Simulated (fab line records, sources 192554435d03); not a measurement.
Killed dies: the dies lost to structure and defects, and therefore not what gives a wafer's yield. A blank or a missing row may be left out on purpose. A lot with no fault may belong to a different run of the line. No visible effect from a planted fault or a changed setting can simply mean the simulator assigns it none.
Problem report in the 8D (eight disciplines) form, filled by code :: flow n5Finfet :: the parts of the form that need people (team, actions taken, sign-off) are left out

== 1. THE ISSUE ==
Mean of cdNm at N5_BEOL_M15_CD_MEAS_10: 366.4 nm across 3 wafers in 2 lots; on wafers with no fault it is 360.0 nm (standard deviation 1.4). That puts it +4.6 standard deviations away from the usual mean.
The step: target cd 360 nm.
Earliest sighting: wafer L891.2 on cdSem-01 at day 14 12:41. The record has a number at this step for 31 wafers belonging to 11 lots. By rule, "out" or "out of limits" means more than 4 standard deviations away from the usual mean. All remaining wafers that have a number are taken as sound.

== 2. WHAT IT IS, WHAT IT ISN'T ==
question: which readings at this step
is: cdNm
is not: -

question: which lots
is: L891, L896
is not: L881, L882, L884, L885, L886, L889, L898, L902, L903

question: which wafers of those lots
is: L891.2, L891.6, L896.2
is not: L891.5, L896.5

question: read on which gauges
is: cdSem-01, cdSem-02
is not: cdSem-03

question: when
is: from day 14 12:41
is not: up to then (19 sound wafers); but 9 sound wafers of L896, L898, L902, L903 came after

== 3. THE SUSPECTS, EACH WITH WHAT RULES IT OUT ==
Counting: a tool at a process step up to the reading stays a suspect if it ran every lot that is out. Sound lots after the first of them don't rule it out here, since some wafers of a struck lot are sound.
- the gauge at N5_BEOL_M15_CD_MEAS_10 has been ruled out. The wafers that are out were read on 2 gauges (cdSem-01, cdSem-02).
- krfScanner-02 at N5_BEOL_M15_EXPOSE_07 (exposes mask V14): kept. It processed each lot that is out (first: L891, day 14 12:31); up to then, its last sound lot is L889 (day 14 01:29).
The count leaves krfScanner-02 at N5_BEOL_M15_EXPOSE_07.

== 4. THE CAUSE (what the simulator had put in) ==
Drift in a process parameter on krfScanner-02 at N5_BEOL_M15_EXPOSE_07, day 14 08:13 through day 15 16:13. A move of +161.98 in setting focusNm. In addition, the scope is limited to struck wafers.
After counting, this tool was the only one left.

== 5. THE EFFECT CHAIN, in route order ==
Each row: a reading whose mean over the struck wafers that have a number lies more than 3 standard deviations from the usual. Only readings for which the record gives a usual standard deviation are gone through. hours: the time from each lot's start at the first step in this table that gives one to its start at this step, as a median over the lots. sigmas: the change in usual standard deviations.
hours: 0
step: N5_BEOL_M15_CD_MEAS_10
reading: cdNm
usual: 360.0 nm
on struck wafers: 366.4
change: +6.4
sigmas: +4.6

== 6. HOW IT WOULD HAVE BEEN CAUGHT EARLIER ==
In this record the first reading out of limits at a measuring or inspecting step was taken at day 14 12:41, 4 hours after the fault began at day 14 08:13.
Lots out: 2; of these, L896 started N5_BEOL_M15_EXPOSE_07 on krfScanner-02 after day 14 12:41. A tool hold placed at that time would have kept it from harm.
